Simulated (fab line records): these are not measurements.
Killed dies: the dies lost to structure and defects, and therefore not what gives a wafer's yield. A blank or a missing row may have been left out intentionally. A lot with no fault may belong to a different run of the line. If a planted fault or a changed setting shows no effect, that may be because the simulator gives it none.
Chamber matching ; flow nand_harc ; NHARC_A_M1_ETCH_15 on rie_diel-07 has 4 sister chambers
The step etches the open film in C4F8/Ar, target depth 182.5 nm, time 91.2 s. 16 wafers are shown with their chamber, then 8 later ones without.

EACH WAFER AND ITS CHAMBER
wafer;chamber;rf_vpp_V (V);oes_product_au (a.u.)
L134.3;1;441.8;0.919
L134.4;2;439.5;0.913
L134.5;3;437.2;0.934
L136.1;0;444.0;0.920
L136.4;2;438.0;0.918
L136.6;2;438.3;0.922
L137.2;2;437.3;0.927
L137.4;3;435.3;0.929
L137.6;1;442.1;0.928
L143.1;1;444.2;0.968
L143.2;0;444.2;0.940
L143.5;3;437.9;0.945
L141.2;2;437.5;0.964
L141.5;2;438.2;0.962
L141.6;1;441.9;0.968
L149.1;2;438.8;0.945

SIGNATURES, as means of the wafers listed above
reading;chamber 0;chamber 1;chamber 2;chamber 3;scatter within a chamber
rf_vpp_V;444.100;442.500;438.229;436.800;0.955
oes_product_au;0.93000;0.94575;0.93586;0.93600;0.0205
Rule: distance of a wafer from a chamber = root of the sum over the readings of ((wafer's reading minus chamber's mean) / reading's scatter) squared. The wafer belongs to the nearest chamber; if the next one is less than 2 further off, it can't be placed. The scatter: the root of (the sum of the squares of (reading less its chamber's mean) over the shown wafers, divided by (wafers less chambers)).

WAFERS WITHOUT THEIR CHAMBER
wafer;rf_vpp_V (V);oes_product_au (a.u.)
L149.5;439.3;0.945
L149.6;442.1;0.960
L148.2;438.2;0.982
L148.4;437.1;0.975
L148.5;437.1;0.970
L153.3;434.4;0.983
L153.5;435.3;0.981
L153.6;443.7;0.997

WHICH CHAMBER EACH ONE RAN IN
wafer;from the rows above;in truth
L149.5;can't be placed: 2 or 3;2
L149.6;can't be placed: 1 or 0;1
L148.2;can't be placed: 2 or 3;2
L148.4;can't be placed: 3 or 2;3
L148.5;can't be placed: 3 or 2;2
L153.3;can't be placed: 3 or 2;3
L153.5;can't be placed: 3 or 2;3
L153.6;can't be placed: 1 or 0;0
Correctly placed: 0 of 8. Not placeable from these rows: 8 (in 8, the candidates include the true chamber). 0 placed wrongly.
